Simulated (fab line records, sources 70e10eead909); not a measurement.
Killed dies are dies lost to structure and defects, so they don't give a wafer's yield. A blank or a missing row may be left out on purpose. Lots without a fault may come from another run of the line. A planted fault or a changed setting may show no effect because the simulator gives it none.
A struck lot beside a sound one | flow nand_harc | 14 steps out of a route of 1302
Sound: wafers L281.1, L281.4, L281.5. Struck: wafer L293.5. (L293.3, L293.6 of the same lot were not struck and are left out.) The cause comes at the end.
At each step with rows: each side's tool, then ch and its chambers, then its first start. Under that, the readings that differ: sound wafers | struck wafers | difference of the means | sigmas: that difference in standard deviations of wafers without a fault.
alike: readings whose means differ by less than 2 such deviations, and words and numbers that are the same on both sides. not compared: withheld readings, readings that some wafer has no value for, bounds like >300 that may hide the same value, and numbers for which the record gives no deviation and whose values overlap.
The two part at a step that has a row with sigmas, a row that says differs or no value, or rows on one side only. Numbers that don't overlap but have no deviation are shown without sigmas and don't part them. A reading that every wafer of one side lacks parts them only if that side has two wafers or more.

first, 1 step without rows for these wafers: NHARC_P_CONTACT_DESCUM_17 (chemistry O2, time 3 s).
NHARC_P_CONTACT_ETCH_35: etches the open film in CF4, target depth 39 nm, time 65 s.
  sound on rie_diel-11 ch 0,1,2, day 6 11:17; struck on rie_diel-06 ch 2, day 11 04:34
  reading                         | sound                | struck | difference | sigmas
  rf_vpp_V (V)                    | 150.7 150.1 149.8    | 153.8  | +3.6       | +3
  showerhead_plenum_p_Torr (Torr) | 1.74 1.70 1.66       | 1.90   | +0.20      | +2
  throttle_valve_pct (%)          | 13.273 13.289 13.278 | 13.304 | +0.024     | +2
  alike: bias_w, drypump_motor_current_A, oes_product_au
  not compared: rf_hours_counter_h
NHARC_P_CONTACT_ETCH_36: etches the open film in N2/H2, target depth 260 nm, time 406.25 s.
  sound on rie_diel-11 ch 0,1,2; struck on rie_diel-06 ch 1
  alike: bias_w, drypump_motor_current_A, oes_product_au, rf_vpp_V, showerhead_plenum_p_Torr, throttle_valve_pct
  not compared: rf_hours_counter_h
NHARC_P_CONTACT_ETCH_18: etches the open film in C4F8/O2/Ar, target depth 481 nm, time 240.5 s.
  sound on rie_diel-11 ch 0,2,3; struck on rie_diel-06 ch 3
  alike: bias_w, oes_product_au, rf_vpp_V
  not compared: rf_hours_counter_h
then, 2 steps without rows for these wafers: NHARC_P_CONTACT_STRIP_37 (strips in C4F8/O2/Ar); NHARC_P_CONTACT_ETCH_31 (etches the open film in CH3F/O2, target depth 30 nm, time 85.7 s).
NHARC_P_CONTACT_CD_MEAS_19:
  sound on cd_sem-01, day 6 12:04; struck on cd_sem-02, day 11 05:29
  alike: cd_nm
NHARC_P_CONTACT_STRIP_28: strips in O2.
  sound on rie_diel-11 ch 0,1, day 6 12:08; struck on rie_diel-11 ch 3, day 11 05:35
  reading                     | sound          | struck | difference | sigmas
  drypump_motor_current_A (A) | 5.1 5.1 5.1    | 5.9    | +0.8       | +2
  rf_vpp_V (V)                | 56.8 58.3 56.7 | 59.3   | +2.0       | +2
  alike: oes_product_au, showerhead_plenum_p_Torr, throttle_valve_pct
  not compared: rf_hours_counter_h
then, 4 steps without rows for these wafers: NHARC_P_CONTACT_STRIP_29 (strips in post etch residue remover, time 1200 s); NHARC_P_CONTACT_DEGAS_38 (time 60 s); NHARC_P_CONTACT_PRE_CLEAN_39 (time 19.5 s); NHARC_P_CONTACT_PVD_32 (deposits Ti, target thk 5 nm, time 17.7 s).
NHARC_P_CONTACT_ALD_22: deposits TiN, target thk 3 nm, pulse time 1 s, ald cycles 150.
  sound on ald_metal-03 ch 0,2,3, day 6 13:02; struck on ald_metal-01 ch 3, day 11 06:30
  reading    | sound       | struck | difference | sigmas
  ald_cycles | 150 150 150 | 76     | -74        |
  alike: heater_power_w, precursor_pulse_height_rel
NHARC_P_CONTACT_CVD_23: deposits W, target thk 200 nm, time 557 s.
  sound on cvd_w-02 ch 0,1; struck on cvd_w-02 ch 0
  alike: heater_power_w, throttle_valve_pct

WHERE THEY PART
First at NHARC_P_CONTACT_ETCH_35; last, within this record, at NHARC_P_CONTACT_STRIP_28. Later steps at which nothing parts them and some readings are alike: NHARC_P_CONTACT_ALD_22, NHARC_P_CONTACT_CVD_23.

WHY: what the simulator had put in
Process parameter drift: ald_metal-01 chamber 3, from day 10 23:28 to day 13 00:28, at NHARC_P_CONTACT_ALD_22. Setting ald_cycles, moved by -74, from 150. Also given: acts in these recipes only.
